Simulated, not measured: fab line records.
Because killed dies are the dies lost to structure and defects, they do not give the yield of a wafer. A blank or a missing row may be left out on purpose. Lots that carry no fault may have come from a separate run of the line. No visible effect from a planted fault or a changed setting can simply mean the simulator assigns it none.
Matching of chambers ; flow n5 finfet ; 4 sister chambers for N5_MOL_CONTACT_COAG_DESCUM_45 on rie diel-02
The step chemistry O2, time 7 s. 16 wafers are shown with their chamber, then 8 later ones without.

## EACH WAFER AND ITS CHAMBER
wafer;chamber;throttle valve pct (%);drypump motor current A (A);oes product au (a.u.)
L076.2;1;19.87;5.5;0.91
L076.3;2;20.42;6.3;0.81
L076.4;3;20.56;6.0;0.71
L077.1;0;20.39;5.0;0.91
L077.2;2;20.42;6.2;0.82
L077.4;3;20.54;6.0;0.72
L078.1;2;20.43;6.2;0.82
L078.4;1;19.87;5.5;0.91
L078.6;1;19.87;5.5;0.91
L079.1;1;19.86;5.5;0.90
L079.3;2;20.42;6.2;0.81
L079.6;3;20.54;5.9;0.72
L084.2;3;20.57;5.9;0.70
L084.3;1;19.91;5.5;0.87
L084.6;1;19.88;5.5;0.87
L090.2;2;20.47;6.3;0.78

SIGNATURES (means of the wafers above)
reading;chamber 0;chamber 1;chamber 2;chamber 3;scatter within a chamber
throttle valve pct;20.3900;19.8767;20.4320;20.5525;0.0185
drypump motor current A;5.000;5.500;6.240;5.950;0.0428
oes product au;0.9100;0.8950;0.8080;0.7125;0.0166
Rule: for each reading, subtract the chamber's mean from the wafer's reading, divide by that reading's scatter and square the result; add these up over the readings and take the root, which gives the wafer's distance from the chamber. If the next closest chamber is less than 2 further off than the closest, the wafer can't be placed; otherwise it belongs to the closest. How the scatter is found: for the shown wafers, subtract from each reading the mean of its chamber, square and add these, divide the total by (wafers less chambers), then take the root.

## WAFERS MISSING THEIR CHAMBER
wafer;throttle valve pct (%);drypump motor current A (A);oes product au (a.u.)
L090.3;20.39;5.0;0.88
L090.5;20.41;5.1;0.88
L091.2;20.60;6.0;0.70
L091.3;20.41;5.0;0.88
L091.6;20.40;5.0;0.89
L097.3;20.59;5.9;0.68
L097.5;20.60;5.9;0.68
L097.6;20.42;5.1;0.85

## CHAMBER TAKEN BY EACH
wafer;from the rows above;in truth
L090.3;0;0
L090.5;0;0
L091.2;3;3
L091.3;0;0
L091.6;0;0
L097.3;3;3
L097.5;3;3
L097.6;0;0
Correct placement for 8 of the 8. Number that these rows cannot place: 0. 0 placed wrongly.
